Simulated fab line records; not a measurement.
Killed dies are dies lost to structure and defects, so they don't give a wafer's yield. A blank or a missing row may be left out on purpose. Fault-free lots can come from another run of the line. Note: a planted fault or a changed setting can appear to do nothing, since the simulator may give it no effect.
Lot-split experiment :: flow n5Finfet :: route with 1938 steps; 7 lots, 21 wafers read

## THE SPLIT
At N5_MOL_CONTACT_COAG_DESCUM_45 (chemistry O2, time 7 s), the setting timeS was moved away from the recipe's 7 s on 3 of the 21 wafers read, by -20.2% to +17.1%. All remaining wafers had this setting at the recipe value.

## SPLIT TO READING: what lies between them in the file, 1 step
- N5_MOL_CONTACT_COAG_ETCH_65: etches underlayer in N2/H2, target depth 13 nm, time 10.4 s

## THE READING
CAR-EUV_of_MOL_CONTACT_COAG_COAT_34.thkNm (the simulator's own value, which no gauge read), in nm, at N5_MOL_CONTACT_COAG_ETCH_66 (etches SiARC in CF4, target depth 13 nm, time 21.7 s). There is no usual value for it anywhere in the file. Across the 18 wafers here that went through the recipe, the average is 16.9 nm and the standard deviation 0.12 nm.

wafer: L076.1
tool, chamber at the split: rieDiel-03, 1,2,0
timeS as run, s: 7
against the recipe: recipe
CAR-EUV_of_MOL_CONTACT_COAG_COAT_34.thkNm, nm: 16.8
against lot-mates on the recipe: -

wafer: L076.3
tool, chamber at the split: rieDiel-03, 1,2,0
timeS as run, s: 7
against the recipe: recipe
CAR-EUV_of_MOL_CONTACT_COAG_COAT_34.thkNm, nm: 16.8
against lot-mates on the recipe: -

wafer: L076.6
tool, chamber at the split: rieDiel-03, 1,2,0
timeS as run, s: 7
against the recipe: recipe
CAR-EUV_of_MOL_CONTACT_COAG_COAT_34.thkNm, nm: 16.8
against lot-mates on the recipe: -

wafer: L080.2
tool, chamber at the split: rieDiel-03, 0
timeS as run, s: 7
against the recipe: recipe
CAR-EUV_of_MOL_CONTACT_COAG_COAT_34.thkNm, nm: 17
against lot-mates on the recipe: -

wafer: L080.6
tool, chamber at the split: rieDiel-03, 1
timeS as run, s: 7
against the recipe: recipe
CAR-EUV_of_MOL_CONTACT_COAG_COAT_34.thkNm, nm: 17
against lot-mates on the recipe: -

wafer: L080.4
tool, chamber at the split: rieDiel-03, 1
timeS as run, s: 8.199
against the recipe: +17.1%
CAR-EUV_of_MOL_CONTACT_COAG_COAT_34.thkNm, nm: 16.2
against lot-mates on the recipe: -0.8

wafer: L079.2
tool, chamber at the split: rieDiel-03, 3
timeS as run, s: 7
against the recipe: recipe
CAR-EUV_of_MOL_CONTACT_COAG_COAT_34.thkNm, nm: 17
against lot-mates on the recipe: -

wafer: L079.3
tool, chamber at the split: rieDiel-03, 0
timeS as run, s: 7
against the recipe: recipe
CAR-EUV_of_MOL_CONTACT_COAG_COAT_34.thkNm, nm: 16.8
against lot-mates on the recipe: -

wafer: L079.5
tool, chamber at the split: rieDiel-03, 3
timeS as run, s: 7
against the recipe: recipe
CAR-EUV_of_MOL_CONTACT_COAG_COAT_34.thkNm, nm: 17.2
against lot-mates on the recipe: -

wafer: L084.3
tool, chamber at the split: rieDiel-06, 2,3
timeS as run, s: 5.583
against the recipe: -20.2%
CAR-EUV_of_MOL_CONTACT_COAG_COAT_34.thkNm, nm: 17.4
against lot-mates on the recipe: +0.6

wafer: L084.6
tool, chamber at the split: rieDiel-06, 2,3
timeS as run, s: 5.583
against the recipe: -20.2%
CAR-EUV_of_MOL_CONTACT_COAG_COAT_34.thkNm, nm: 17.4
against lot-mates on the recipe: +0.6

wafer: L084.4
tool, chamber at the split: rieDiel-06, 1
timeS as run, s: 7
against the recipe: recipe
CAR-EUV_of_MOL_CONTACT_COAG_COAT_34.thkNm, nm: 16.8
against lot-mates on the recipe: -

wafer: L088.2
tool, chamber at the split: rieDiel-04, 0,3,0
timeS as run, s: 7
against the recipe: recipe
CAR-EUV_of_MOL_CONTACT_COAG_COAT_34.thkNm, nm: 16.8
against lot-mates on the recipe: -

wafer: L088.4
tool, chamber at the split: rieDiel-04, 0,3,0
timeS as run, s: 7
against the recipe: recipe
CAR-EUV_of_MOL_CONTACT_COAG_COAT_34.thkNm, nm: 16.8
against lot-mates on the recipe: -

wafer: L088.6
tool, chamber at the split: rieDiel-04, 0,3,0
timeS as run, s: 7
against the recipe: recipe
CAR-EUV_of_MOL_CONTACT_COAG_COAT_34.thkNm, nm: 16.8
against lot-mates on the recipe: -

wafer: L094.1
tool, chamber at the split: rieDiel-04, 0
timeS as run, s: 7
against the recipe: recipe
CAR-EUV_of_MOL_CONTACT_COAG_COAT_34.thkNm, nm: 16.8
against lot-mates on the recipe: -

wafer: L094.3
tool, chamber at the split: rieDiel-04, 2
timeS as run, s: 7
against the recipe: recipe
CAR-EUV_of_MOL_CONTACT_COAG_COAT_34.thkNm, nm: 16.8
against lot-mates on the recipe: -

wafer: L094.5
tool, chamber at the split: rieDiel-04, 2
timeS as run, s: 7
against the recipe: recipe
CAR-EUV_of_MOL_CONTACT_COAG_COAT_34.thkNm, nm: 16.8
against lot-mates on the recipe: -

wafer: L097.1
tool, chamber at the split: rieDiel-06, 3,2,0
timeS as run, s: 7
against the recipe: recipe
CAR-EUV_of_MOL_CONTACT_COAG_COAT_34.thkNm, nm: 17
against lot-mates on the recipe: -

wafer: L097.2
tool, chamber at the split: rieDiel-06, 3,2,0
timeS as run, s: 7
against the recipe: recipe
CAR-EUV_of_MOL_CONTACT_COAG_COAT_34.thkNm, nm: 17
against lot-mates on the recipe: -

wafer: L097.6
tool, chamber at the split: rieDiel-06, 3,2,0
timeS as run, s: 7
against the recipe: recipe
CAR-EUV_of_MOL_CONTACT_COAG_COAT_34.thkNm, nm: 17
against lot-mates on the recipe: -
When a row names more than one chamber, that row covers several wafers, and the file does not tell which wafer ran in which chamber.

FIT RESULTS
A straight line over all 21 wafers: CAR-EUV_of_MOL_CONTACT_COAG_COAT_34.thkNm changes by -0.0296 nm for each +1% of timeS; r = -0.87; the points scatter about the line by 0.13 nm.
The same after taking each lot's own level away (the mean of its wafers on the recipe; 21 wafers): -0.0345 nm for each +1%; r = -0.95; scatter 0.084 nm.
On that fit, the largest move of timeS shifts the reading by 0.7 nm.
Measured against the standard deviation above, the lots' own levels, which go from 16.80 to 17.00 nm, span 1.7 times it.
So the slope is not independent of the lot-to-lot level: the two fits are not the same.
Check: for one of the wafers moved furthest among these (-20.2%), held out of the fit, the line's prediction against its lot-mates is +0.73 nm. Against them it came out at +0.6 nm.

## OTHER SPLITS APPLIED TO THESE WAFERS
These wafers also went through other splits before the reading. Each is held against what the fit with the lots' levels taken away leaves over:
other split on the same wafers: N5_MOL_CONTACT_COAG_ALD_27 aldCycles
wafers away from the commonest value: 8
r with CAR-EUV_of_MOL_CONTACT_COAG_COAT_34.thkNm (lot level and that fit taken away): +0.10

other split on the same wafers: N5_MOL_CONTACT_COAG_COAT_76 spinRpm
wafers away from the commonest value: 3
r with CAR-EUV_of_MOL_CONTACT_COAG_COAT_34.thkNm (lot level and that fit taken away): +0.47

## THE WHOLE CHAIN: every reading that the file lists as answering this split, in the file's order
step: N5_MOL_CONTACT_COAG_DESCUM_45
what it does: chemistry O2, time 7 s
reading: CAR-EUV_of_MOL_CONTACT_COAG_COAT_34.thkNm (the simulator's own value, which no gauge read)
change (the file's fit): -0.0343 nm for each +1% of the setting
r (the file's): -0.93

step: N5_MOL_CONTACT_COAG_ETCH_65
what it does: etches underlayer in N2/H2, target depth 13 nm, time 10.4 s
reading: CAR-EUV_of_MOL_CONTACT_COAG_COAT_34.thkNm (the simulator's own value, which no gauge read)
change (the file's fit): -0.029 nm for each +1% of the setting
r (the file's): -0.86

step: N5_MOL_CONTACT_COAG_ETCH_66
what it does: etches SiARC in CF4, target depth 13 nm, time 21.7 s
reading: CAR-EUV_of_MOL_CONTACT_COAG_COAT_34.thkNm (the simulator's own value, which no gauge read)
change (the file's fit): -0.0368 nm for each +1% of the setting
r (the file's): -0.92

## FILE'S OWN FIT
CAR-EUV_of_MOL_CONTACT_COAG_COAT_34.thkNm changes by -0.0368 nm for each +1% of timeS, r = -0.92.
